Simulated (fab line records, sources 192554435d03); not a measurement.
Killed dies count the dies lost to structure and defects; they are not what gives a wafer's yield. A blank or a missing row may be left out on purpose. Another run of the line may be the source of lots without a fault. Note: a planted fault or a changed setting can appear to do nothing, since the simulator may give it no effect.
Matching of chambers -- flow n5 finfet -- uv cure-03 running N5_BEOL_M6_CURE_74: 3 sister chambers
The step cures SiCOH lowk, time 240 s. 15 wafers are shown with their chamber, then 7 later ones without.

WAFERS WITH THEIR CHAMBER
wafer,chamber,wafer_temp_C_max,lamp power pct (%)
L922.1,2,387.8,52.34
L922.6,2,387.0,52.33
L923.2,2,388.3,52.29
L923.5,2,387.4,52.30
L923.6,2,387.2,52.37
L924.1,1,385.8,52.26
L924.6,1,386.6,52.47
L928.1,0,386.4,52.26
L928.5,0,387.2,52.33
L928.6,0,386.1,52.24
L929.1,2,386.7,52.39
L929.5,2,387.1,52.35
L929.6,2,387.0,52.34
L937.1,1,386.5,52.30
L937.2,1,386.4,52.35

SIGNATURES (averages over the wafers above)
reading,chamber 0,chamber 1,chamber 2,scatter within a chamber
wafer_temp_C_max,386.567,386.325,387.312,0.49
lamp power pct,52.2767,52.3450,52.3387,0.0556
Rule: distance of a wafer from a chamber = root of the sum over the readings of ((wafer's reading minus chamber's mean) / reading's scatter) squared. If the next closest chamber is less than 2 further off than the closest, the wafer can't be placed; otherwise it belongs to the closest. The scatter: the root of (the sum of the squares of (reading less its chamber's mean) over the shown wafers, divided by (wafers less chambers)).

WAFERS MISSING THEIR CHAMBER
wafer,wafer_temp_C_max,lamp power pct (%)
L937.3,385.9,52.35
L943.1,386.3,52.30
L943.2,386.3,52.33
L943.6,386.3,52.37
L942.1,388.2,52.30
L942.2,387.3,52.33
L942.5,387.5,52.31

WHICH CHAMBER EACH ONE RAN IN
wafer,from the rows above,in truth
L937.3,can't be placed: 1 or 0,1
L943.1,can't be placed: 0 or 1 or 2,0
L943.2,can't be placed: 1 or 0 or 2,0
L943.6,can't be placed: 1 or 0 or 2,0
L942.1,can't be placed: 2 or 0 or 1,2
L942.2,can't be placed: 2 or 0 or 1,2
L942.5,can't be placed: 2 or 0 or 1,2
Placed correctly: 0 of 7. From these rows, 7 cannot be placed; in 7 the true chamber is one of the candidates. Number placed wrongly: 0.
